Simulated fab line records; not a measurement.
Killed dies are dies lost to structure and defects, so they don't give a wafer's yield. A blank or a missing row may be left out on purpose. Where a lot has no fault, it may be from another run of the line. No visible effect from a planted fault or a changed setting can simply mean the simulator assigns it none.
Chamber matching + flow n5_finfet + N5_PASSIVATION_VIA_ETCH_13 on rie_diel-05 has 4 sister chambers
The step etches SiO2 in CHF3/O2, target depth 660 nm, time 330 s. 4 wafers are shown with their chamber, then 6 later ones without.

== WAFERS, EACH WITH ITS CHAMBER ==
| wafer  | chamber | showerhead_plenum_p_Torr (Torr) |
|--------|---------|---------------------------------|
| L254.2 | 3       | 2.48                            |
| L259.3 | 2       | 2.48                            |
| L260.1 | 1       | 2.30                            |
| L260.6 | 0       | 2.52                            |

== WAFERS WITHOUT THEIR CHAMBER ==
| wafer  | showerhead_plenum_p_Torr (Torr) |
|--------|---------------------------------|
| L270.1 | 2.51                            |
| L270.4 | 2.29                            |
| L270.6 | 2.47                            |
| L275.2 | 2.29                            |
| L275.3 | 2.47                            |
| L275.6 | 2.29                            |

== WHICH CHAMBER EACH WENT THROUGH ==
| wafer  | from the rows above          | in truth |
|--------|------------------------------|----------|
| L270.1 | can't be placed: 0 or 2 or 3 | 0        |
| L270.4 | 1                            | 1        |
| L270.6 | can't be placed: 2 or 3      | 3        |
| L275.2 | 1                            | 1        |
| L275.3 | can't be placed: 2 or 3      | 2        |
| L275.6 | 1                            | 1        |
3 of 6 placed correctly. These rows do not allow placing 3 (true chamber among the candidates in 3). 0 placed wrongly.
How it was worked out, from the rows above alone: a wafer's distance from a chamber is the root of the sum, over the readings, of the square of ((its reading less the chamber's mean) divided by the reading's scatter). The wafer belongs to the nearest chamber; if the next one is less than 2 further off, it can't be placed. A chamber's mean is the mean of its shown wafers. The scatter: with one shown wafer a chamber, the root of the mean of the squares of how far each hidden wafer lies from its nearest shown one.
